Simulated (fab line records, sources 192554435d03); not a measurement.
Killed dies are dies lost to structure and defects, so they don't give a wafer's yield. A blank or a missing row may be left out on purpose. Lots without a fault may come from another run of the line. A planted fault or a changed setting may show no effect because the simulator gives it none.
Split-lot experiment | flow n5_finfet | 7 lots, 39 wafers read, on a route of 1938 steps

THE SPLIT
At N5_BEOL_M4_DEP_57 (deposits SiCN from 3MS/NH3, target thk 8 nm, time 14 s), the setting time_s was moved away from the recipe's 14 s on 18 of the 39 wafers read, by -55.6% to +52.1%. The other wafers ran this setting at the recipe's value.

The reading is taken at the split's own step.

THE READING
SiCN_of_BEOL_M4_DEP_57.thk_nm (the simulator's own value, which no gauge read), in nm, at N5_BEOL_M4_DEP_57 (deposits SiCN from 3MS/NH3, target thk 8 nm, time 14 s). The file gives no usual value for it. The 21 wafers here that ran the recipe average 8.0 nm, standard deviation 0.21 nm.

wafer  | tool, chamber at the split | time_s as run, s | against the recipe | SiCN_of_BEOL_M4_DEP_57.thk_nm, nm | against lot-mates on the recipe
L074.1 | pecvd-02, 2                | 6.209            | -55.6%             | 3.8                               | -4.5
L074.6 | pecvd-02, 2                | 6.209            | -55.6%             | 3.8                               | -4.5
L074.2 | pecvd-02, 0,1              | 14               | recipe             | 8.2                               | -
L074.3 | pecvd-02, 0,1              | 14               | recipe             | 8.2                               | -
L074.4 | pecvd-02, 0                | 6.209            | -55.6%             | 4                                 | -4.3
L074.5 | pecvd-02, 1                | 14               | recipe             | 8.4                               | -
L077.1 | pecvd-04, 0                | 14               | recipe             | 8.2                               | -
L077.6 | pecvd-04, 0                | 14               | recipe             | 8.2                               | -
L077.2 | pecvd-04, 1                | 14               | recipe             | 7.8                               | -
L077.3 | pecvd-04, 2                | 10.59            | -24.4%             | 6.2                               | -1.9
L077.5 | pecvd-04, 2                | 10.59            | -24.4%             | 6.2                               | -1.9
L077.4 | pecvd-04, 1                | 10.59            | -24.4%             | 6                                 | -2.1
L083.4 | pecvd-01, 0                | 14               | recipe             | 8                                 | -
L083.5 | pecvd-01, 1,2              | 14               | recipe             | 7.8                               | -
L083.6 | pecvd-01, 1,2              | 14               | recipe             | 7.8                               | -
L086.1 | pecvd-01, 2                | 14               | recipe             | 7.8                               | -
L086.2 | pecvd-01, 0,1              | 14               | recipe             | 8                                 | -
L086.3 | pecvd-01, 0,1              | 14               | recipe             | 8                                 | -
L086.4 | pecvd-01, 1,2              | 21.3             | +52.1%             | 12.2                              | +4.3
L086.6 | pecvd-01, 1,2              | 21.3             | +52.1%             | 12.2                              | +4.3
L086.5 | pecvd-01, 0                | 21.3             | +52.1%             | 12                                | +4.1
L091.1 | pecvd-02, 2,0              | 10.04            | -28.3%             | 5.8                               | -2.3
L091.3 | pecvd-02, 2,0              | 10.04            | -28.3%             | 5.8                               | -2.3
L091.2 | pecvd-02, 1                | 10.04            | -28.3%             | 6                                 | -2.1
L091.4 | pecvd-02, 1                | 14               | recipe             | 8                                 | -
L091.5 | pecvd-02, 0,2              | 14               | recipe             | 8.2                               | -
L091.6 | pecvd-02, 0,2              | 14               | recipe             | 8.2                               | -
L090.1 | pecvd-01, 0                | 14               | recipe             | 7.6                               | -
L090.2 | pecvd-01, 2                | 8.545            | -39.0%             | 4.8                               | -3.0
L090.4 | pecvd-01, 2                | 8.545            | -39.0%             | 4.8                               | -3.0
L090.3 | pecvd-01, 1                | 8.545            | -39.0%             | 5                                 | -2.8
L090.5 | pecvd-01, 0                | 14               | recipe             | 7.8                               | -
L090.6 | pecvd-01, 1                | 14               | recipe             | 8                                 | -
L095.1 | pecvd-04, 1                | 14               | recipe             | 7.6                               | -
L095.2 | pecvd-04, 0,2,1            | 16.79            | +19.9%             | 9.6                               | +1.7
L095.5 | pecvd-04, 0,2,1            | 16.79            | +19.9%             | 9.6                               | +1.7
L095.6 | pecvd-04, 0,2,1            | 16.79            | +19.9%             | 9.6                               | +1.7
L095.3 | pecvd-04, 2                | 14               | recipe             | 8                                 | -
L095.4 | pecvd-04, 0                | 14               | recipe             | 8.2                               | -
Where a row lists several chambers, the file gives one row for several wafers and doesn't say which wafer went through which chamber.

THE FIT
A straight line over all 39 wafers: SiCN_of_BEOL_M4_DEP_57.thk_nm changes by +0.0775 nm for each +1% of time_s; r = +1.00; the points scatter about the line by 0.18 nm.
The same after taking each lot's own level away (the mean of its wafers on the recipe; 39 wafers): +0.0794 nm for each +1%; r = +1.00; scatter 0.14 nm.
On that fit, the largest move of time_s shifts the reading by 4.4 nm.
The lots' own levels span 7.80 to 8.27 nm, that is 2.2 times the standard deviation above.
So the lot-to-lot level changes the slope little: the two slopes agree.
Check: with one of the wafers moved furthest among these (-55.6%) left out of the fit, the line predicts -4.38 nm for it against its lot-mates. It came out at -4.47 nm against them.

OTHER SPLITS ON THESE WAFERS
These wafers also went through other splits before the reading. Each is held against what the fit with the lots' levels taken away leaves over:
other split on the same wafers   | wafers away from the commonest value | r with SiCN_of_BEOL_M4_DEP_57.thk_nm (lot level and that fit taken away)
N5_BEOL_M2_TRENCH_ETCH_37 time_s | 18                                   | -0.01

THE FILE'S OWN FIT
SiCN_of_BEOL_M4_DEP_57.thk_nm changes by +0.0792 nm for each +1% of time_s, r = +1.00.
